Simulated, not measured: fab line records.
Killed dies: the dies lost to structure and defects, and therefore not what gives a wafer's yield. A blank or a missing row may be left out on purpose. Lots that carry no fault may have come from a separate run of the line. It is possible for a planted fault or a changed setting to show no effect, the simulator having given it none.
fab line records / flow n5-finfet
[record] lots = 12 wafers = 33 last-day = 18
route steps=1938 shown BEOL_M15@1819 MIM_TOP@1835
lots untouched by any fault: they come from a run of this same line in which no faults occurred
start-h: start of the lot's first displayed wafer, in hours after the record's first day / wait-h: time in hours since the lot's previous step / " identical to the entry in the row above / L1.1+2: several wafers, shown together as one row / - value missing, or start not given / * or withheld: withheld / < > ~ a bound
route shown NAME@n: a module of which the file shows steps, and the number in the route of the first / usual: mean/standard deviation taken from wafers without a fault / same: alike in all rows / chamber/n: place in a boat / sites: the reading at each site / _std_site: standard deviation across them / _edge_site: mean of outer sites minus mean of inner sites / radius-mm: for every site, how far away it sits from the centre of the wafer / mask NAME#n: copy n / behind: the last tool/chamber to shape the wafer / hold: what put the lot on hold/how long, in hours/how the hold closed / device: whichever transistor did not switch (one of n, p or np) / end of line: tests run on the same wafers once the route is complete / step lacking rows: just its recipe / killed: not the wafer's yield, but the dies lost to structure and defects at the first sort / map: per-die view of a wafer (x killed, . not killed, _ where there is no die)
set.NAME: setting as actually run; set.NAME@STEP: the setting as run at that earlier step / model.NAME: the simulator's own value behind a step, which no gauge read
steps of the route over a sample of lots; a table a step, a row a wafer
services: a tool's chamber out of use, with start hour (start-h, from the record's first day; less than 0 if before it), hours out, and reason
[[steps]]
[step N5_BEOL_M15_SPUTTER_43]
[recipe] material = TaN target-thk-a = 150 temp-c = 50 bias-v = 168.6 power-w = 15000 chamber-pressure-pa = 0.12 time-s = 24.19
[usual] bias-v = 168.5/1.7 susceptor-temp-C = 50.01/0.11 throttle-valve-pct = 29.6/0.89
lot.wafer=L698.3 tool=pvd-sputter-01 chamber=- start-h=263.31 wait-h=0.0 bias-v=168.5 susceptor-temp-C=50.02 throttle-valve-pct=30.4
lot.wafer=L698.4 tool=pvd-sputter-01 chamber=- start-h=263.31 wait-h=0.0 bias-v=173.7 susceptor-temp-C=49.92 throttle-valve-pct=30.2
lot.wafer=L698.6 tool=pvd-sputter-01 chamber=- start-h=263.31 wait-h=0.0 bias-v=167.6 susceptor-temp-C=49.99 throttle-valve-pct=30.0
lot.wafer=L700.1 tool=pvd-sputter-03 chamber=- start-h=276.73 wait-h=0.0 bias-v=167.7 susceptor-temp-C=49.92 throttle-valve-pct=30.9
lot.wafer=L700.4 tool=pvd-sputter-03 chamber=- start-h=276.73 wait-h=0.0 bias-v=168.1 susceptor-temp-C=49.83 throttle-valve-pct=30.6
lot.wafer=L700.6 tool=pvd-sputter-03 chamber=- start-h=276.73 wait-h=0.0 bias-v=170.8 susceptor-temp-C=49.91 throttle-valve-pct=28.5
lot.wafer=L699.1 tool=pvd-sputter-03 chamber=- start-h=284.89 wait-h=0.0 bias-v=170.6 susceptor-temp-C=50.02 throttle-valve-pct=29.1
lot.wafer=L699.3 tool=pvd-sputter-03 chamber=- start-h=284.89 wait-h=0.0 bias-v=168.3 susceptor-temp-C=49.87 throttle-valve-pct=30.4
lot.wafer=L699.5 tool=pvd-sputter-03 chamber=- start-h=284.89 wait-h=0.0 bias-v=166.7 susceptor-temp-C=49.88 throttle-valve-pct=30.4
lot.wafer=L701.3 tool=pvd-sputter-01 chamber=- start-h=296.31 wait-h=0.0 bias-v=170.4 susceptor-temp-C=50.14 throttle-valve-pct=30.4
lot.wafer=L701.4 tool=pvd-sputter-01 chamber=- start-h=296.31 wait-h=0.0 bias-v=167.2 susceptor-temp-C=50.03 throttle-valve-pct=28.8
lot.wafer=L701.6 tool=pvd-sputter-01 chamber=- start-h=296.31 wait-h=0.0 bias-v=168.3 susceptor-temp-C=50.17 throttle-valve-pct=30.5
lot.wafer=L704.4 tool=pvd-sputter-01 chamber=- start-h=308.03 wait-h=0.0 bias-v=169.4 susceptor-temp-C=49.99 throttle-valve-pct=28.1
lot.wafer=L704.5 tool=pvd-sputter-01 chamber=- start-h=308.03 wait-h=0.0 bias-v=168.9 susceptor-temp-C=49.91 throttle-valve-pct=28.5
lot.wafer=L704.6 tool=pvd-sputter-01 chamber=- start-h=308.03 wait-h=0.0 bias-v=166.0 susceptor-temp-C=49.98 throttle-valve-pct=30.2
lot.wafer=L708.4 tool=pvd-sputter-02 chamber=- start-h=324.35 wait-h=0.0 bias-v=169.9 susceptor-temp-C=50.12 throttle-valve-pct=29.7
lot.wafer=L708.6 tool=pvd-sputter-02 chamber=- start-h=324.35 wait-h=0.0 bias-v=166.4 susceptor-temp-C=49.91 throttle-valve-pct=30.2
lot.wafer=L710.3 tool=pvd-sputter-01 chamber=- start-h=346.03 wait-h=0.0 bias-v=168.2 susceptor-temp-C=50.06 throttle-valve-pct=30.3
lot.wafer=L710.4 tool=pvd-sputter-01 chamber=- start-h=346.03 wait-h=0.0 bias-v=169.2 susceptor-temp-C=49.82 throttle-valve-pct=28.6
lot.wafer=L714.1 tool=pvd-sputter-03 chamber=- start-h=357.99 wait-h=0.0 bias-v=171.2 susceptor-temp-C=50.09 throttle-valve-pct=30.5
lot.wafer=L714.3 tool=pvd-sputter-03 chamber=- start-h=357.99 wait-h=0.0 bias-v=167.2 susceptor-temp-C=49.95 throttle-valve-pct=30.8
lot.wafer=L714.6 tool=pvd-sputter-03 chamber=- start-h=357.99 wait-h=0.0 bias-v=167.7 susceptor-temp-C=49.73 throttle-valve-pct=30.7
lot.wafer=L716.1 tool=pvd-sputter-01 chamber=- start-h=371.82 wait-h=0.0 bias-v=167.0 susceptor-temp-C=50.08 throttle-valve-pct=30.6
lot.wafer=L716.2 tool=pvd-sputter-01 chamber=- start-h=371.82 wait-h=0.0 bias-v=169.9 susceptor-temp-C=49.96 throttle-valve-pct=28.8
lot.wafer=L716.3 tool=pvd-sputter-01 chamber=- start-h=371.82 wait-h=0.0 bias-v=167.4 susceptor-temp-C=49.82 throttle-valve-pct=30.3
lot.wafer=L717.1 tool=pvd-sputter-01 chamber=- start-h=377.47 wait-h=0.0 bias-v=167.7 susceptor-temp-C=50.15 throttle-valve-pct=30.3
lot.wafer=L717.3 tool=pvd-sputter-01 chamber=- start-h=377.47 wait-h=0.0 bias-v=166.4 susceptor-temp-C=50.04 throttle-valve-pct=28.9
lot.wafer=L717.4 tool=pvd-sputter-01 chamber=- start-h=377.47 wait-h=0.0 bias-v=168.4 susceptor-temp-C=49.96 throttle-valve-pct=28.1
lot.wafer=L719.2 tool=pvd-sputter-03 chamber=- start-h=397.54 wait-h=0.0 bias-v=168.0 susceptor-temp-C=50.05 throttle-valve-pct=28.5
lot.wafer=L719.5 tool=pvd-sputter-03 chamber=- start-h=397.54 wait-h=0.0 bias-v=167.6 susceptor-temp-C=50.02 throttle-valve-pct=28.6
lot.wafer=L719.6 tool=pvd-sputter-03 chamber=- start-h=397.54 wait-h=0.0 bias-v=171.4 susceptor-temp-C=50.00 throttle-valve-pct=30.7
lot.wafer=L721.2 tool=pvd-sputter-02 chamber=- start-h=409.25 wait-h=0.0 bias-v=170.7 susceptor-temp-C=50.36 throttle-valve-pct=29.7
lot.wafer=L721.5 tool=pvd-sputter-02 chamber=- start-h=409.25 wait-h=0.0 bias-v=168.2 susceptor-temp-C=50.00 throttle-valve-pct=30.5
[step N5_BEOL_M15_DEP_53]
[recipe] material = SiCN target-thk-a = 500 temp-c = withheld precursor = 3MS/NH3 pressure-torr = 3 rf-w = 675 time-s = 17.8
[usual] rf-fwd-power-W = 666.5/2.8 showerhead-plenum-p-Torr = 4.156/0.025 throttle-valve-pct = 17.9/1.4
lot.wafer=L698.3 tool=pecvd-03 chamber=2 start-h=264.57 wait-h=0.0 rf-fwd-power-W=663.7 showerhead-plenum-p-Torr=4.137 throttle-valve-pct=16.5
lot.wafer=L698.4 tool=pecvd-03 chamber=0 start-h=264.57 wait-h=0.0 rf-fwd-power-W=659.3 showerhead-plenum-p-Torr=4.153 throttle-valve-pct=22.3
lot.wafer=L698.6 tool=pecvd-03 chamber=2 start-h=264.57 wait-h=0.0 rf-fwd-power-W=663.4 showerhead-plenum-p-Torr=4.147 throttle-valve-pct=16.5
lot.wafer=L700.1 tool=pecvd-04 chamber=0 start-h=278.51 wait-h=0.0 rf-fwd-power-W=668.2 showerhead-plenum-p-Torr=4.140 throttle-valve-pct=18.0
lot.wafer=L700.4 tool=pecvd-04 chamber=2 start-h=278.51 wait-h=0.0 rf-fwd-power-W=666.0 showerhead-plenum-p-Torr=4.126 throttle-valve-pct=17.4
lot.wafer=L700.6 tool=pecvd-04 chamber=0 start-h=278.51 wait-h=0.0 rf-fwd-power-W=669.9 showerhead-plenum-p-Torr=4.158 throttle-valve-pct=18.1
lot.wafer=L699.1 tool=pecvd-03 chamber=2 start-h=287.38 wait-h=0.0 rf-fwd-power-W=663.2 showerhead-plenum-p-Torr=4.140 throttle-valve-pct=16.3
lot.wafer=L699.3 tool=pecvd-03 chamber=1 start-h=287.38 wait-h=0.0 rf-fwd-power-W=667.8 showerhead-plenum-p-Torr=4.116 throttle-valve-pct=18.5
lot.wafer=L699.5 tool=pecvd-03 chamber=1 start-h=287.38 wait-h=0.0 rf-fwd-power-W=664.6 showerhead-plenum-p-Torr=4.107 throttle-valve-pct=18.5
lot.wafer=L701.3 tool=pecvd-02 chamber=1 start-h=297.76 wait-h=0.0 rf-fwd-power-W=665.2 showerhead-plenum-p-Torr=4.177 throttle-valve-pct=17.7
lot.wafer=L701.4 tool=pecvd-02 chamber=1 start-h=297.76 wait-h=0.0 rf-fwd-power-W=666.5 showerhead-plenum-p-Torr=4.176 throttle-valve-pct=17.5
lot.wafer=L701.6 tool=pecvd-02 chamber=0 start-h=297.76 wait-h=0.0 rf-fwd-power-W=668.7 showerhead-plenum-p-Torr=4.200 throttle-valve-pct=17.0
lot.wafer=L704.4 tool=pecvd-04 chamber=2 start-h=309.22 wait-h=0.0 rf-fwd-power-W=664.4 showerhead-plenum-p-Torr=4.118 throttle-valve-pct=17.4
lot.wafer=L704.5 tool=pecvd-04 chamber=0 start-h=309.22 wait-h=0.0 rf-fwd-power-W=665.9 showerhead-plenum-p-Torr=4.153 throttle-valve-pct=18.0
lot.wafer=L704.6 tool=pecvd-04 chamber=1 start-h=309.22 wait-h=0.0 rf-fwd-power-W=669.0 showerhead-plenum-p-Torr=4.161 throttle-valve-pct=18.1
lot.wafer=L708.4 tool=pecvd-03 chamber=2 start-h=325.93 wait-h=0.0 rf-fwd-power-W=663.1 showerhead-plenum-p-Torr=4.143 throttle-valve-pct=16.5
lot.wafer=L708.6 tool=pecvd-03 chamber=0 start-h=325.93 wait-h=0.0 rf-fwd-power-W=660.2 showerhead-plenum-p-Torr=4.155 throttle-valve-pct=22.0
lot.wafer=L710.3 tool=pecvd-02 chamber=1 start-h=347.45 wait-h=0.0 rf-fwd-power-W=663.8 showerhead-plenum-p-Torr=4.172 throttle-valve-pct=17.8
lot.wafer=L710.4 tool=pecvd-02 chamber=0 start-h=347.45 wait-h=0.0 rf-fwd-power-W=674.6 showerhead-plenum-p-Torr=4.191 throttle-valve-pct=16.6
lot.wafer=L714.1 tool=pecvd-04 chamber=0 start-h=359.70 wait-h=0.0 rf-fwd-power-W=667.7 showerhead-plenum-p-Torr=4.148 throttle-valve-pct=18.2
lot.wafer=L714.3 tool=pecvd-04 chamber=2 start-h=359.70 wait-h=0.0 rf-fwd-power-W=665.4 showerhead-plenum-p-Torr=4.118 throttle-valve-pct=17.6
lot.wafer=L714.6 tool=pecvd-04 chamber=2 start-h=359.70 wait-h=0.0 rf-fwd-power-W=665.4 showerhead-plenum-p-Torr=4.118 throttle-valve-pct=17.7
lot.wafer=L716.1 tool=pecvd-02 chamber=1 start-h=373.20 wait-h=0.0 rf-fwd-power-W=667.1 showerhead-plenum-p-Torr=4.166 throttle-valve-pct=17.6
lot.wafer=L716.2 tool=pecvd-02 chamber=0 start-h=373.20 wait-h=0.0 rf-fwd-power-W=667.3 showerhead-plenum-p-Torr=4.196 throttle-valve-pct=16.2
lot.wafer=L716.3 tool=pecvd-02 chamber=2 start-h=373.20 wait-h=0.0 rf-fwd-power-W=669.9 showerhead-plenum-p-Torr=4.188 throttle-valve-pct=17.2
lot.wafer=L717.1 tool=pecvd-02 chamber=2 start-h=378.65 wait-h=0.0 rf-fwd-power-W=666.2 showerhead-plenum-p-Torr=4.178 throttle-valve-pct=17.1
lot.wafer=L717.3 tool=pecvd-02 chamber=1 start-h=378.65 wait-h=0.0 rf-fwd-power-W=668.9 showerhead-plenum-p-Torr=4.166 throttle-valve-pct=17.5
lot.wafer=L717.4 tool=pecvd-02 chamber=1 start-h=378.65 wait-h=0.0 rf-fwd-power-W=668.1 showerhead-plenum-p-Torr=4.166 throttle-valve-pct=18.0
lot.wafer=L719.2 tool=pecvd-04 chamber=2 start-h=398.82 wait-h=0.0 rf-fwd-power-W=668.2 showerhead-plenum-p-Torr=4.121 throttle-valve-pct=17.7
lot.wafer=L719.5 tool=pecvd-04 chamber=0 start-h=398.82 wait-h=0.0 rf-fwd-power-W=665.7 showerhead-plenum-p-Torr=4.158 throttle-valve-pct=18.1
lot.wafer=L719.6 tool=pecvd-04 chamber=2 start-h=398.82 wait-h=0.0 rf-fwd-power-W=667.1 showerhead-plenum-p-Torr=4.114 throttle-valve-pct=17.9
lot.wafer=L721.2 tool=pecvd-04 chamber=0 start-h=410.43 wait-h=0.0 rf-fwd-power-W=671.7 showerhead-plenum-p-Torr=4.153 throttle-valve-pct=18.2
lot.wafer=L721.5 tool=pecvd-04 chamber=0 start-h=410.43 wait-h=0.0 rf-fwd-power-W=666.8 showerhead-plenum-p-Torr=4.162 throttle-valve-pct=18.1
[step N5_MIM_TOP_ALD_01]
[recipe] material = HfO2 target-thk-a = 56 temp-c = withheld ald-precursor-family = Hf-amide ald-co-reactant = O3 pulse-time-s = 1 purge-time-s = 3 co-reactant-purge-time-s = 2 co-reactant-pulse-time-s = 3 ald-cycles = 62
[usual] ald-cycles = 62/0 precursor-pulse-height-rel = 1.001/0.021
lot.wafer=L698.3 tool=ald-hk-03 chamber=1 start-h=266 wait-h=- ald-cycles=62 precursor-pulse-height-rel=1.014
lot.wafer=L698.4 tool=ald-hk-03 chamber=3 start-h=266 wait-h=- ald-cycles=62 precursor-pulse-height-rel=1.021
lot.wafer=L698.6 tool=ald-hk-03 chamber=2 start-h=266 wait-h=- ald-cycles=62 precursor-pulse-height-rel=1.001
lot.wafer=L700.1 tool=ald-hk-02 chamber=3 start-h=281 wait-h=- ald-cycles=62 precursor-pulse-height-rel=1.015
lot.wafer=L700.4 tool=ald-hk-02 chamber=2 start-h=281 wait-h=- ald-cycles=62 precursor-pulse-height-rel=0.997
lot.wafer=L700.6 tool=ald-hk-02 chamber=0 start-h=281 wait-h=- ald-cycles=62 precursor-pulse-height-rel=1.027
lot.wafer=L699.1 tool=ald-hk-03 chamber=2 start-h=289 wait-h=- ald-cycles=62 precursor-pulse-height-rel=1.041
lot.wafer=L699.3 tool=ald-hk-03 chamber=3 start-h=289 wait-h=- ald-cycles=62 precursor-pulse-height-rel=1.001
lot.wafer=L699.5 tool=ald-hk-03 chamber=2 start-h=289 wait-h=- ald-cycles=62 precursor-pulse-height-rel=1.016
lot.wafer=L701.3 tool=ald-hk-02 chamber=0 start-h=299 wait-h=- ald-cycles=62 precursor-pulse-height-rel=0.952
lot.wafer=L701.4 tool=ald-hk-02 chamber=3 start-h=299 wait-h=- ald-cycles=62 precursor-pulse-height-rel=0.999
lot.wafer=L701.6 tool=ald-hk-02 chamber=2 start-h=300 wait-h=- ald-cycles=62 precursor-pulse-height-rel=0.982
lot.wafer=L704.4 tool=ald-hk-01 chamber=3 start-h=311 wait-h=- ald-cycles=62 precursor-pulse-height-rel=0.986
lot.wafer=L704.5 tool=ald-hk-01 chamber=0 start-h=312 wait-h=- ald-cycles=62 precursor-pulse-height-rel=1.003
lot.wafer=L704.6 tool=ald-hk-01 chamber=1 start-h=312 wait-h=- ald-cycles=62 precursor-pulse-height-rel=1.031
lot.wafer=L708.4 tool=ald-hk-03 chamber=1 start-h=328 wait-h=- ald-cycles=104 precursor-pulse-height-rel=1.005
lot.wafer=L708.6 tool=ald-hk-03 chamber=0 start-h=328 wait-h=- ald-cycles=104 precursor-pulse-height-rel=1.002
lot.wafer=L710.3 tool=ald-hk-03 chamber=2 start-h=350 wait-h=- ald-cycles=62 precursor-pulse-height-rel=0.978
lot.wafer=L710.4 tool=ald-hk-03 chamber=3 start-h=350 wait-h=- ald-cycles=104 precursor-pulse-height-rel=1.025
lot.wafer=L714.1 tool=ald-hk-02 chamber=3 start-h=361 wait-h=- ald-cycles=62 precursor-pulse-height-rel=1.033
lot.wafer=L714.3 tool=ald-hk-02 chamber=0 start-h=361 wait-h=- ald-cycles=62 precursor-pulse-height-rel=0.987
lot.wafer=L714.6 tool=ald-hk-02 chamber=2 start-h=361 wait-h=- ald-cycles=62 precursor-pulse-height-rel=1.015
lot.wafer=L716.1 tool=ald-hk-01 chamber=2 start-h=374 wait-h=- ald-cycles=62 precursor-pulse-height-rel=1.019
lot.wafer=L716.2 tool=ald-hk-01 chamber=1 start-h=374 wait-h=- ald-cycles=62 precursor-pulse-height-rel=0.976
lot.wafer=L716.3 tool=ald-hk-01 chamber=3 start-h=374 wait-h=- ald-cycles=62 precursor-pulse-height-rel=0.988
lot.wafer=L717.1 tool=ald-hk-01 chamber=1 start-h=381 wait-h=- ald-cycles=62 precursor-pulse-height-rel=0.999
lot.wafer=L717.3 tool=ald-hk-01 chamber=3 start-h=381 wait-h=- ald-cycles=62 precursor-pulse-height-rel=0.992
lot.wafer=L717.4 tool=ald-hk-01 chamber=0 start-h=381 wait-h=- ald-cycles=62 precursor-pulse-height-rel=1.010
lot.wafer=L719.2 tool=ald-hk-01 chamber=3 start-h=403 wait-h=- ald-cycles=62 precursor-pulse-height-rel=0.988
lot.wafer=L719.5 tool=ald-hk-01 chamber=2 start-h=403 wait-h=- ald-cycles=62 precursor-pulse-height-rel=1.044
lot.wafer=L719.6 tool=ald-hk-01 chamber=3 start-h=403 wait-h=- ald-cycles=62 precursor-pulse-height-rel=0.994
lot.wafer=L721.2 tool=ald-hk-03 chamber=0 start-h=412 wait-h=- ald-cycles=62 precursor-pulse-height-rel=0.987
lot.wafer=L721.5 tool=ald-hk-03 chamber=3 start-h=412 wait-h=- ald-cycles=62 precursor-pulse-height-rel=1.027
[step N5_MIM_TOP_DEGAS_04]
[recipe] ambient = vacuum temp-c = 300 time-s = 60
[usual] heater-power-w = 468/33 susceptor-temp-C = 299.98/0.2
lot.wafer=L698.3 tool=pvd-sputter-01 chamber=- start-h=267.63 wait-h=- heater-power-w=485 susceptor-temp-C=300.11
lot.wafer=L698.4 tool=pvd-sputter-01 chamber=- start-h=267.63 wait-h=- heater-power-w=486 susceptor-temp-C=299.96
lot.wafer=L698.6 tool=pvd-sputter-01 chamber=- start-h=267.63 wait-h=- heater-power-w=477 susceptor-temp-C=300.31
lot.wafer=L700.1 tool=pvd-sputter-03 chamber=- start-h=282.77 wait-h=- heater-power-w=497 susceptor-temp-C=300.21
lot.wafer=L700.4 tool=pvd-sputter-03 chamber=- start-h=282.77 wait-h=- heater-power-w=474 susceptor-temp-C=299.78
lot.wafer=L700.6 tool=pvd-sputter-03 chamber=- start-h=282.77 wait-h=- heater-power-w=406 susceptor-temp-C=300.02
lot.wafer=L699.1 tool=pvd-sputter-02 chamber=- start-h=290.55 wait-h=- heater-power-w=465 susceptor-temp-C=299.43
lot.wafer=L699.3 tool=pvd-sputter-02 chamber=- start-h=290.55 wait-h=- heater-power-w=505 susceptor-temp-C=300.22
lot.wafer=L699.5 tool=pvd-sputter-02 chamber=- start-h=290.55 wait-h=- heater-power-w=435 susceptor-temp-C=299.76
lot.wafer=L701.3 tool=pvd-sputter-01 chamber=- start-h=300.97 wait-h=- heater-power-w=485 susceptor-temp-C=300.01
lot.wafer=L701.4 tool=pvd-sputter-01 chamber=- start-h=300.97 wait-h=- heater-power-w=519 susceptor-temp-C=300.14
lot.wafer=L701.6 tool=pvd-sputter-01 chamber=- start-h=300.97 wait-h=- heater-power-w=522 susceptor-temp-C=300.18
lot.wafer=L704.4 tool=pvd-sputter-02 chamber=- start-h=313.34 wait-h=- heater-power-w=426 susceptor-temp-C=299.61
lot.wafer=L704.5 tool=pvd-sputter-02 chamber=- start-h=313.34 wait-h=- heater-power-w=481 susceptor-temp-C=300.07
lot.wafer=L704.6 tool=pvd-sputter-02 chamber=- start-h=313.34 wait-h=- heater-power-w=500 susceptor-temp-C=300.23
lot.wafer=L708.4 tool=pvd-sputter-01 chamber=- start-h=330.84 wait-h=- heater-power-w=445 susceptor-temp-C=299.78
lot.wafer=L708.6 tool=pvd-sputter-01 chamber=- start-h=330.84 wait-h=- heater-power-w=521 susceptor-temp-C=299.83
lot.wafer=L710.3 tool=pvd-sputter-03 chamber=- start-h=351.52 wait-h=- heater-power-w=485 susceptor-temp-C=299.66
lot.wafer=L710.4 tool=pvd-sputter-03 chamber=- start-h=351.52 wait-h=- heater-power-w=506 susceptor-temp-C=299.69
lot.wafer=L714.1 tool=pvd-sputter-03 chamber=- start-h=364.47 wait-h=- heater-power-w=485 susceptor-temp-C=300.06
lot.wafer=L714.3 tool=pvd-sputter-03 chamber=- start-h=364.47 wait-h=- heater-power-w=403 susceptor-temp-C=299.87
lot.wafer=L714.6 tool=pvd-sputter-03 chamber=- start-h=364.47 wait-h=- heater-power-w=484 susceptor-temp-C=300.14
lot.wafer=L716.1 tool=pvd-sputter-02 chamber=- start-h=377.04 wait-h=- heater-power-w=513 susceptor-temp-C=299.98
lot.wafer=L716.2 tool=pvd-sputter-02 chamber=- start-h=377.04 wait-h=- heater-power-w=440 susceptor-temp-C=300.02
lot.wafer=L716.3 tool=pvd-sputter-02 chamber=- start-h=377.04 wait-h=- heater-power-w=463 susceptor-temp-C=300.21
lot.wafer=L717.1 tool=pvd-sputter-03 chamber=- start-h=381.76 wait-h=- heater-power-w=402 susceptor-temp-C=300.29
lot.wafer=L717.3 tool=pvd-sputter-03 chamber=- start-h=381.76 wait-h=- heater-power-w=496 susceptor-temp-C=299.82
lot.wafer=L717.4 tool=pvd-sputter-03 chamber=- start-h=381.76 wait-h=- heater-power-w=467 susceptor-temp-C=299.97
lot.wafer=L719.2 tool=pvd-sputter-01 chamber=- start-h=404.13 wait-h=- heater-power-w=492 susceptor-temp-C=299.89
lot.wafer=L719.5 tool=pvd-sputter-01 chamber=- start-h=404.13 wait-h=- heater-power-w=488 susceptor-temp-C=300.02
lot.wafer=L719.6 tool=pvd-sputter-01 chamber=- start-h=404.13 wait-h=- heater-power-w=498 susceptor-temp-C=300.12
lot.wafer=L721.2 tool=pvd-sputter-02 chamber=- start-h=413.21 wait-h=- heater-power-w=438 susceptor-temp-C=299.90
lot.wafer=L721.5 tool=pvd-sputter-02 chamber=- start-h=413.21 wait-h=- heater-power-w=467 susceptor-temp-C=299.81
[[services]]
tool=pecvd-02 chamber=2 start-h=240.59 hours=5.5 kind=scheduled-down
tool=ald-hk-01 chamber=- start-h=241.32 hours=2.8 kind=pm
tool=pecvd-03 chamber=- start-h=242.55 hours=1.7 kind=repair
tool=pecvd-03 chamber=- start-h=247.71 hours=5.3 kind=repair
tool=ald-hk-02 chamber=- start-h=252.68 hours=14.6 kind=pm
tool=ald-hk-03 chamber=- start-h=276.40 hours=0.6 kind=repair
tool=ald-hk-01 chamber=- start-h=285.69 hours=0.3 kind=repair
tool=pecvd-03 chamber=1 start-h=300.78 hours=2.8 kind=repair
tool=ald-hk-02 chamber=- start-h=321.53 hours=6.9 kind=repair
tool=pecvd-03 chamber=1 start-h=322.46 hours=12.9 kind=repair
tool=pecvd-04 chamber=- start-h=350.00 hours=0.5 kind=repair
tool=pvd-sputter-01 chamber=- start-h=363.48 hours=2.4 kind=repair
tool=pecvd-02 chamber=0 start-h=375.15 hours=2.1 kind=scheduled-down
tool=ald-hk-03 chamber=- start-h=381.33 hours=14.6 kind=pm
tool=ald-hk-01 chamber=- start-h=382.55 hours=1.3 kind=repair
tool=pecvd-04 chamber=- start-h=383.70 hours=6.0 kind=pm
tool=pecvd-03 chamber=2 start-h=394.70 hours=5.5 kind=scheduled-down
tool=ald-hk-01 chamber=- start-h=399.88 hours=0.9 kind=repair
tool=ald-hk-03 chamber=- start-h=400.05 hours=8.7 kind=pm
tool=pecvd-03 chamber=2 start-h=405.00 hours=16.5 kind=scheduled-down
[[key]]
[first-sign] step = N5_MIM_TOP_ALD_01 reading = ald-cycles direction = up sigmas = 99+ usual = * struck = *
effect none on later readings
met-at N5_MIM_TOP_ALD_01
struck-lots L708,L710
struck-wafers L708.4,L708.6,L710.4
not-acting-at N5_BEOL_M15_SPUTTER_43,N5_BEOL_M15_DEP_53,N5_MIM_TOP_DEGAS_04
onset-between 289 328
[fault] kind = process-parameter-drift tool = ald-hk-03 chamber = - onset-h = 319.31 steps = N5_MIM_TOP_ALD_01 channel = ald-cycles offset = * shape = step end-h = 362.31 scope = struck-wafers-only acts-in = * stated = *
